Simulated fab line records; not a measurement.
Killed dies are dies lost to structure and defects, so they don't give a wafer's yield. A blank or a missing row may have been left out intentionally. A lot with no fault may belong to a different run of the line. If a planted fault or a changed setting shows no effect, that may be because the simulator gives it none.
fab line records	flow nand-harc
record lots=12	wafers=36	last-day=33
route steps=1302 shown P_BONDPAD@381 A_ZERO_WELL@404 A_ONON_D1@426 END@1302
lots that met no fault: from a run of the same line without faults
start-h: hours from the record's first day to the start of the lot's first wafer shown	wait-h: time in hours since the lot's previous step	" identical to the entry in the row above	L1.1+2: several wafers, shown together as one row	- value missing, or start not given	* or withheld: withheld	< > ~ a bound
route shown NAME@n: NAME is a module with steps in the file, n the number in the route of the first one	usual: mean/standard deviation of fault-free wafers	same: alike in all rows	chamber/n: place in a boat	sites: per-site readings	_std_site: standard deviation across them	_edge_site: the outer-site mean with the inner-site mean subtracted	radius-mm: how far each site lies from the wafer's centre	mask NAME#n: copy n	behind: the tool/chamber that last shaped the wafer	hold: why the lot was held/for how many hours/how that ended	device: the n, p or np transistor that did not switch	end of line: the same wafers' tests at the end of the route	a step without rows: its recipe alone	killed: at the first sort, the dies lost to defects and structure; wafer yield is something else	map: shows each die of a wafer: x if killed, . if not, _ if none is there
set.NAME: the setting as run; set.NAME@STEP: as run at that earlier step	model.NAME: the simulator's own value behind a step, which no gauge read
the route's steps for a sample of lots (tables are steps, rows are wafers)
services: a tool's chamber out of use, with start hour (start-h, from the record's first day; less than 0 if before it), hours out, and reason
## steps
# step NHARC_P_BONDPAD_THK_MEAS_20
# recipe thk-meas-gauge=xrf
# usual thk-nm=160.6/1.6
lot.wafer	tool	chamber	start-h	wait-h	thk-nm
L638.2	film-metro-01	-	137.87	-	161.2
L638.5	"	-	"	"	162.5
L638.6	"	-	"	"	161.7
L640.1	film-metro-02	-	162.47	-	157.9
L640.3	"	-	"	"	157.7
L640.5	"	-	"	"	160.5
L643.1	film-metro-02	-	188.73	-	160.0
L643.3	"	-	"	"	162.9
L643.5	"	-	"	"	163.3
L644.3	film-metro-01	-	189.85	-	161.5
L644.4	"	-	"	"	161.6
L644.5	"	-	"	"	158.9
L645.2	film-metro-02	-	204.52	-	159.6
L645.3	"	-	"	"	161.4
L645.5	"	-	"	"	160.3
L649.2	film-metro-01	-	249.89	-	161.5
L649.3	"	-	"	"	161.2
L649.5	"	-	"	"	158.3
L651.1	film-metro-02	-	268.91	-	158.8
L651.2	"	-	"	"	158.7
L651.3	"	-	"	"	157.5
L652.1	film-metro-02	-	288.62	-	160.7
L652.2	"	-	"	"	161.6
L652.3	"	-	"	"	159.2
L653.2	film-metro-01	-	289.93	-	159.6
L653.4	"	-	"	"	160.5
L653.5	"	-	"	"	158.5
L654.1	film-metro-02	-	301.81	-	161.5
L654.5	"	-	"	"	159.9
L654.6	"	-	"	"	160.2
L660.1	film-metro-02	-	352.82	-	161.3
L660.4	"	-	"	"	162.1
L660.5	"	-	"	"	162.2
L661.1	film-metro-02	-	364.50	-	161.3
L661.2	"	-	"	"	158.2
L661.3	"	-	"	"	161.6
# step NHARC_P_BONDPAD_INSPECT_23
# usual raw-defect-count=315/130
lot.wafer	tool	chamber	start-h	wait-h	raw-defect-count
L638.2	defect-inspect-01	-	138.08	0.0	223
L638.5	"	-	"	"	170
L638.6	"	-	"	"	158
L640.1	defect-inspect-02	-	162.70	0.0	272
L640.3	"	-	"	"	304
L640.5	"	-	"	"	240
L643.1	defect-inspect-02	-	188.93	0.0	237
L643.3	"	-	"	"	321
L643.5	"	-	"	"	292
L644.3	defect-inspect-01	-	190.08	0.0	277
L644.4	"	-	"	"	221
L644.5	"	-	"	"	176
L645.2	defect-inspect-02	-	204.74	0.0	207
L645.3	"	-	"	"	377
L645.5	"	-	"	"	311
L649.2	defect-inspect-02	-	250.09	0.0	192
L649.3	"	-	"	"	208
L649.5	"	-	"	"	205
L651.1	defect-inspect-02	-	269.11	0.0	391
L651.2	"	-	"	"	289
L651.3	"	-	"	"	277
L652.1	defect-inspect-02	-	288.83	0.0	581
L652.2	"	-	"	"	757
L652.3	"	-	"	"	498
L653.2	defect-inspect-02	-	290.13	0.0	463
L653.4	"	-	"	"	287
L653.5	"	-	"	"	426
L654.1	defect-inspect-02	-	302.04	0.0	225
L654.5	"	-	"	"	303
L654.6	"	-	"	"	330
L660.1	defect-inspect-01	-	353.02	0.0	240
L660.4	"	-	"	"	543
L660.5	"	-	"	"	415
L661.1	defect-inspect-02	-	364.72	0.0	284
L661.2	"	-	"	"	288
L661.3	"	-	"	"	287
# step NHARC_A_ZERO_WELL_ETCH_19
# recipe target-depth-a=800	overetch-a=240	time-s=87.88	ion-energy-ev=200	n2-flow-sccm=150	h2-flow-sccm=150	ar-flow-sccm=0	rf-w=400	bias-w=150	chemistry=N2/H2
# usual chamber-pressure-mTorr=29.996/0.027	drypump-motor-current-A=5.7/0.35	h2-flow-sccm=150.0/0.48	mfc-ar-sccm=0.010/0.011	oes-product-au=1.001/0.0091	rf-vpp-V=429.8/2.6	showerhead-plenum-p-Torr=2.01/0.091	throttle-valve-pct=14.171/0.009
lot.wafer	tool	chamber	start-h	wait-h	chamber-pressure-mTorr	drypump-motor-current-A	h2-flow-sccm	mfc-ar-sccm	oes-product-au	rf-hours-counter-h	rf-vpp-V	showerhead-plenum-p-Torr	throttle-valve-pct
L638.2	rie-diel-11	1	139.67	0.1	29.989	6.1	151.1	0	1.016	7	427.3	1.92	14.172
L638.5	"	2	"	"	30.000	5.8	150.2	0.022	0.994	-	428.4	1.94	14.169
L638.6	"	3	"	"	29.993	5.1	149.4	0.011	1.004	-	432.3	2.15	14.166
L640.3	rie-diel-04	3	164.25	0.1	30.002	6.1	150.6	0	1.020	5	429.4	1.92	14.171
L640.1	"	0	"	"	30.003	5.7	149.7	0.024	0.996	4	432.4	2.07	14.182
L640.5	"	2	"	"	29.981	5.2	150.0	0	1.007	-	433.2	2.10	14.174
L643.3	rie-diel-11	3	190.49	0.1	30.025	5.1	149.1	0.011	1.015	15	432.5	2.15	14.179
L643.1	"	0	"	"	29.981	5.4	150.5	0	1.006	15	433.7	2.19	14.168
L643.5	"	1	"	"	29.984	6.1	150.8	0	1.026	-	426.4	1.92	14.171
L644.4	rie-diel-04	2	191.51	0.1	30.009	5.2	150.4	0	1.009	0	431.9	2.09	14.163
L644.3	"	3	"	"	30.040	6.1	150.2	0	1.016	0	425.6	1.91	14.167
L644.5	"	0	"	"	29.963	5.7	149.6	0.024	0.990	-	432.1	2.07	14.188
L645.3	rie-diel-04	2	206.17	0.1	29.984	5.2	148.8	0	1.001	1	433.7	2.09	14.170
L645.2	"	3	"	"	30.064	6.1	149.6	0	1.013	1	428.0	1.91	14.174
L645.5	"	1	"	"	30.020	5.7	150.3	0.021	0.985	-	427.7	1.93	14.171
L649.2	rie-diel-11	3	251.72	0.1	30.015	5.1	150.0	0.011	0.995	26	432.9	2.14	14.173
L649.3	"	1	"	"	29.985	6.0	148.9	0	1.006	29	427.7	1.91	14.176
L649.5	"	2	"	"	30.010	5.8	150.3	0.022	0.994	-	427.4	1.94	14.165
L651.1	rie-diel-01	1	270.69	0.1	29.967	5.2	149.4	0.007	0.989	20	429.0	2.01	14.158
L651.2	"	2	"	"	29.959	6.4	150.4	0.019	0.993	21	428.0	1.94	14.163
L651.3	"	3	"	"	30.016	5.8	149.0	0	1.011	22	430.1	2.08	14.180
L652.3	rie-diel-04	2	290.38	0.1	30.000	5.2	150.5	0	1.005	3	431.5	2.09	14.197
L652.1	"	3	"	"	29.998	6.1	150.1	0	1.000	3	426.4	1.91	14.172
L652.2	"	0	"	"	29.948	5.7	150.1	0.024	0.995	2	432.8	2.07	14.171
L653.2	rie-diel-04	3	291.56	0.1	29.955	6.1	151.0	0	0.999	3	427.9	1.91	14.172
L653.4	"	0	"	"	29.994	5.7	150.0	0.024	1.001	2	431.4	2.07	14.155
L653.5	"	3	"	"	29.921	6.1	150.0	0	1.007	-	427.6	1.91	14.176
L654.1	rie-diel-04	3	303.46	0.1	30.025	6.1	149.6	0	0.998	3	427.3	1.91	14.164
L654.6	"	2	"	"	30.033	5.2	150.4	0	0.999	-	432.2	2.09	14.164
L654.5	"	3	"	"	30.051	6.1	149.8	0	0.993	-	427.6	1.91	14.171
L660.1	rie-diel-04	2	354.57	0.1	29.974	5.2	149.0	0	1.001	5	430.6	2.09	14.174
L660.4	"	0	"	"	29.968	5.7	150.3	0.024	1.004	4	430.8	2.07	14.176
L660.5	"	2	"	"	29.981	5.2	150.1	0	1.000	-	431.5	2.09	14.157
L661.2	rie-diel-04	3	366.16	0.1	29.949	6.1	150.3	0	0.986	0	426.0	1.91	14.166
L661.3	"	0	"	"	30.047	5.7	150.5	0.024	0.996	0	431.7	2.07	14.170
L661.1	"	1	"	"	29.962	5.7	150.1	0.021	0.999	0	428.1	1.93	14.168
# step NHARC_A_ONON_D1_DEP_03
# recipe target-thk-a=10000	n2-flow-sccm=2750	n2o-flow-sccm=2000	nh3-flow-sccm=500	sih4-flow-sccm=210	temp-c=400
# usual n2-flow-sccm=2748/10	n2o-flow-sccm=1999/5.5
lot.wafer	tool	chamber	start-h	wait-h	n2-flow-sccm	n2o-flow-sccm
L638.2	pecvd-onon-04	0	163.94	0.1	2744	2001
L638.5	"	0	"	"	2761	1999
L638.6	"	0	"	"	2757	2001
L640.1	pecvd-onon-04	0	185.88	0.1	2753	2004
L640.3	"	0	"	"	2745	2005
L640.5	"	0	"	"	2754	2007
L643.1	pecvd-onon-04	0	212.22	0.1	2757	2002
L643.3	"	0	"	"	2750	1995
L643.5	"	0	"	"	2738	2002
L644.3	pecvd-onon-01	0	212.34	0.2	2743	1996
L644.4	"	0	"	"	2745	1994
L644.5	"	0	"	"	2746	2004
L645.2	pecvd-onon-01	0	227.53	0.1	2739	1990
L645.3	"	0	"	"	2745	1986
L645.5	"	0	"	"	2751	1991
L649.2	pecvd-onon-03	0	275.53	0.1	2737	1996
L649.3	"	0	"	"	2737	1997
L649.5	"	0	"	"	2740	1992
L651.1	pecvd-onon-03	-	292.51	0.1	-	-
L651.2	"	-	"	"	-	-
L651.3	"	-	"	"	-	-
L652.1	pecvd-onon-03	-	314.39	0.1	-	-
L652.2	"	-	"	"	-	-
L652.3	"	-	"	"	-	-
L653.2	pecvd-onon-01	-	314.45	0.1	-	-
L653.4	"	-	"	"	-	-
L653.5	"	-	"	"	-	-
L654.1	pecvd-onon-01	0	325.62	0.1	2739	2002
L654.5	"	0	"	"	2750	2001
L654.6	"	0	"	"	2738	2011
L660.1	pecvd-onon-01	0	376.67	0.1	2754	1992
L660.4	"	0	"	"	2764	1988
L660.5	"	0	"	"	2757	2005
L661.1	pecvd-onon-01	0	389.22	0.1	2762	2002
L661.2	"	0	"	"	2765	1994
L661.3	"	0	"	"	2769	1999
# step NHARC_END_SORT_01
# recipe temp-c=25
# usual killed-at-array=57/18	killed-at-other=0.9/1.3	killed-at-periphery=3.5/2.2	killed-dies=62/18	killed-open=3.0/1.7	killed-short=2.3/1.5
# same gross-dies=677
lot.wafer	tool	chamber	start-h	wait-h	killed-at-array	killed-at-other	killed-at-periphery	killed-dies	killed-open	killed-short
L651.1	prober-01	0	692.56	2.5	672	1	4	677	3	2
L651.2	prober-01	0	693.36	2.8	672	1	4	677	6	2
L651.3	prober-01	0	694.16	3.1	674	0	3	677	3	1
L653.2	prober-02	0	707.28	2.8	670	1	6	677	5	4
L653.4	prober-02	0	708.91	3.4	674	0	3	677	5	3
L653.5	prober-02	0	709.72	3.8	668	2	7	677	4	3
L652.1	prober-02	0	715.17	2.5	674	0	3	677	1	1
L652.2	prober-02	0	715.97	2.8	673	1	3	677	0	2
L652.3	prober-02	0	716.78	3.1	673	2	2	677	5	2
# killed by level:class
L651.1 A_ONON_D1:area-dep=629 A_SLIT:chamber-film-flake=29 A_CHANNEL_HOLE_D1:chamber-film-flake=8 P_ZERO_WELL:chamber-film-flake=3 P_CONTACT:geometric-particle:open=1 A_ONON_D2:geometric-particle:open=1 A_CHANNEL_FILL_D2:geometric-particle:short=1 A_BLC:geometric-particle:open=1
L651.2 A_ONON_D1:area-dep=623 A_SLIT:chamber-film-flake=32 A_CHANNEL_HOLE_D1:chamber-film-flake=5 A_SGD_CUT:geometric-particle:open=2 A_M0:geometric-particle:open=2 P_ZERO_WELL:chamber-film-flake=2 P_STI:chamber-film-flake=2 A_CHANNEL_HOLE_D1:geometric-particle:open=1
L651.3 A_ONON_D1:area-dep=634 A_SLIT:chamber-film-flake=19 A_CHANNEL_HOLE_D1:chamber-film-flake=9 A_CONTACT:chamber-film-flake=5 A_STAIRCASE:chamber-film-flake=3 P_STI:chamber-film-flake=2 P_M2:geometric-particle:open=1 A_ONON_D1:geometric-particle:open=1
L653.2 A_ONON_D1:area-dep=606 A_SLIT:chamber-film-flake=21 A_CHANNEL_HOLE_D2:chamber-film-flake=14 A_CHANNEL_HOLE_D1:chamber-film-flake=8 A_STAIRCASE:chamber-film-flake=5 P_GATE:chamber-film-flake=3 A_BLC:chamber-film-flake=3 P_M0:geometric-particle:open=2
L653.4 A_ONON_D1:area-dep=592 A_SLIT:chamber-film-flake=33 A_CHANNEL_HOLE_D2:chamber-film-flake=20 A_CHANNEL_HOLE_D1:chamber-film-flake=7 A_SGD_CUT:chamber-film-flake=4 A_CHANNEL_FILL_D2:chamber-film-flake=3 A_STAIRCASE:chamber-film-flake=3 A_BLC:chamber-film-flake=3
L653.5 A_ONON_D1:area-dep=613 A_SLIT:chamber-film-flake=28 A_CHANNEL_HOLE_D2:chamber-film-flake=7 A_STAIRCASE:chamber-film-flake=5 A_CHANNEL_HOLE_D1:chamber-film-flake=3 A_CONTACT:chamber-film-flake=3 A_CHANNEL_FILL_D2:geometric-particle:short=2 P_GATE:chamber-film-flake=2
L652.1 A_ONON_D1:area-dep=630 A_CHANNEL_HOLE_D1:chamber-film-flake=34 A_SGD_CUT:chamber-film-flake=4 P_GATE:chamber-film-flake=2 A_DECK1_JOINT:chamber-film-flake=2 A_SGD_CUT:geometric-particle:open=1 A_M0:geometric-particle:short=1 P_ZERO_WELL:chamber-film-flake=1
L652.2 A_ONON_D1:area-dep=631 A_CHANNEL_HOLE_D1:chamber-film-flake=28 A_SGD_CUT:chamber-film-flake=5 A_DECK1_JOINT:chamber-film-flake=3 A_SLIT:chamber-film-flake=2 A_SOURCE_PLATE:geometric-particle:short=1 A_M1:geometric-particle:short=1 P_ZERO_WELL:chamber-film-flake=1
L652.3 A_ONON_D1:area-dep=629 A_CHANNEL_HOLE_D1:chamber-film-flake=29 A_DECK1_JOINT:chamber-film-flake=3 A_SGD_CUT:chamber-film-flake=3 A_SLIT:chamber-film-flake=2 THIN_TSV:chamber-film-flake=2 P_CONTACT:geometric-particle:open=1 P_M1:geometric-particle:short=1
## services
tool	chamber	start-h	hours	kind
pecvd-onon-04	-	130.20	13.0	pm
rie-diel-04	-	132.37	0.2	repair
rie-diel-01	3	145.31	1.2	repair
rie-diel-04	0	156.90	-	clean
rie-diel-04	1	156.90	-	clean
rie-diel-04	2	156.90	-	clean
rie-diel-04	3	156.90	-	clean
rie-diel-04	-	177.90	9.0	pm
rie-diel-04	0	177.90	9.0	vent-cycle
rie-diel-01	-	204.24	9.0	pm
rie-diel-11	3	210.87	4.8	repair
pecvd-onon-03	-	227.00	13.0	pm
rie-diel-11	-	234.62	0.3	repair
rie-diel-04	0	247.55	6.7	repair
rie-diel-11	-	255.69	9.0	pm
rie-diel-04	3	258.78	2.0	repair
rie-diel-04	3	268.35	9.8	repair
pecvd-onon-01	-	269.00	13.0	pm
rie-diel-01	1	277.24	7.9	repair
pecvd-onon-04	-	311.20	13.0	pm
rie-diel-01	0	321.87	11.6	repair
rie-diel-04	1	328.15	17.7	repair
rie-diel-04	-	354.90	9.0	pm
rie-diel-01	-	381.24	9.0	pm
## key
first-sign step=NHARC_A_ONON_D1_DEP_03	reading=tool-record	direction=missing
effect step=NHARC_END_SORT_01	reading=killed-dies	direction=up	sigmas=35	usual=62	struck=677
more-kills-born-at NHARC_A_ONON_D1_DEP_03@pecvd-onon-03=3776	NHARC_A_ONON_D1_DEP_03@pecvd-onon-01=1811
met-at NHARC_A_ONON_D1_DEP_03
struck-lots L651,L652,L653
later-rows-left-out L651.1,L651.2,L651.3,L652.1,L652.2,L652.3,L653.2,L653.4,L653.5
tester-left-out L651,L652,L653
not-acting-at NHARC_P_BONDPAD_THK_MEAS_20,NHARC_P_BONDPAD_INSPECT_23,NHARC_A_ZERO_WELL_ETCH_19
onset-between 275.53 292.51
fault kind=skipped-step-whole	tool=pecvd-onon-01,pecvd-onon-03	chamber=-	onset-h=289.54	steps=NHARC_A_ONON_D1_DEP_03	scope=struck-lots-only
# tester-left-out: of these lots the tester's yield and bins aren't shown, on N5 and GAA mostly nor the transistor test; their killed dies are dies lost to structure and defects alone, not to doping, threshold or leakage, so they don't give the yield
# later-rows-left-out: the simulator's readings of these wafers behind a module that went badly wrong aren't trusted and aren't shown, but for the sort
